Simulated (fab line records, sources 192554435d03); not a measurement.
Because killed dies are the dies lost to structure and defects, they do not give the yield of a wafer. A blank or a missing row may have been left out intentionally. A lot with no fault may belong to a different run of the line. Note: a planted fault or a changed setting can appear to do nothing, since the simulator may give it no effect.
Code-filled problem report in 8D (eight disciplines) form    flow n5-finfet    the parts of the form that need people (team, actions taken, sign-off) are left out

1. THE ISSUE
Mean of oes-product-au at N5_FIN_SAQP_ETCH_65: 1.347 a.u. across 3 wafers in 2 lots; on wafers with no fault it is 0.986 a.u. (standard deviation 0.021). That puts it +17 standard deviations away from the usual mean.
The step: etches SiO2 in CF4, target depth 4 nm, time 4.4 s.
Seen first at day 4 19:59 on rie-si-05, wafer L513.1. Wafers with a number at this step in the record: 24, from 8 lots. By rule, "out" or "out of limits" means more than 4 standard deviations away from the usual mean. All remaining wafers that have a number are taken as sound.

2. WHAT IT IS, WHAT IT ISN'T
question                     is                      is not
which readings at this step  oes-product-au          drypump-motor-current-A, rf-fwd-power-W, throttle-valve-pct
which lots                   L513, L517              L503, L505, L506, L516, L520, L524
which wafers of those lots   L513.1, L517.1, L517.3  L513.4, L513.5, L517.5
read on which tools          rie-si-05               rie-si-02, rie-si-03
when                         from day 4 19:59        up to then (11 sound wafers); but 10 sound wafers of L516, L517, L520, L524 came after

3. SUSPECTS, AND WHAT RULES EACH OUT
Counting: if a tool at a process step up to the reading ran every lot that is out, it stays a suspect. Sound lots after the first of them don't rule it out here, since some wafers of a struck lot are sound.
- rie-diel-06 at N5_FIN_SAQP_ETCH_51 (etches SiARC in CF4, target depth 45.5 nm, time 75.8 s): kept. It processed each lot that is out (first: L513, day 4 16:58); up to then, its last sound lot is L506 (day 3 02:11).
- rie-si-05 at N5_FIN_SAQP_ETCH_65 (etches SiO2 in CF4, target depth 4 nm, time 4.4 s): kept. It processed each lot that is out (first: L513, day 4 19:59); up to then, its last sound lot is L505 (day 2 18:15). On those wafers its own readings are out: oes-product-au.
Remaining after the count are rie-diel-06 at N5_FIN_SAQP_ETCH_51 and rie-si-05 at N5_FIN_SAQP_ETCH_65.

4. THE CAUSE (what the simulator had put in)
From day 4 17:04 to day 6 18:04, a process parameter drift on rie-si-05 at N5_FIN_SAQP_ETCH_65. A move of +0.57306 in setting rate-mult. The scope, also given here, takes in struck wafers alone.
2 suspects survive the count, and this tool is in that group.

5. THE EFFECT CHAIN, in route order
One row per reading whose mean, taken over the struck wafers that have a number, lies over 3 standard deviations from the usual. Readings are gone through only where the record gives a usual standard deviation; hours: the median, over the lots, of the time from a lot's start at the first step in this table giving one to that lot's start at this step; sigmas: the change measured in usual standard deviations.
hours  step                 reading         usual       on struck wafers  change  sigmas
0      N5_FIN_SAQP_ETCH_65  oes-product-au  0.986 a.u.  1.347             +0.361  +17
Its process steps:
- N5_FIN_SAQP_ETCH_65: etches SiO2 in CF4, target depth 4 nm, time 4.4 s.
Later steps that measure or inspect, where all struck wafers having a row at the step show a number for every such reading and not one has moved that far: N5_BEOL_M4_RC_MEAS_101.

6. WHAT WOULD HAVE CAUGHT IT SOONER
3 hours passed between the start of the fault at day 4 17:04 and the first reading out of limits in this record, taken at day 4 19:59.
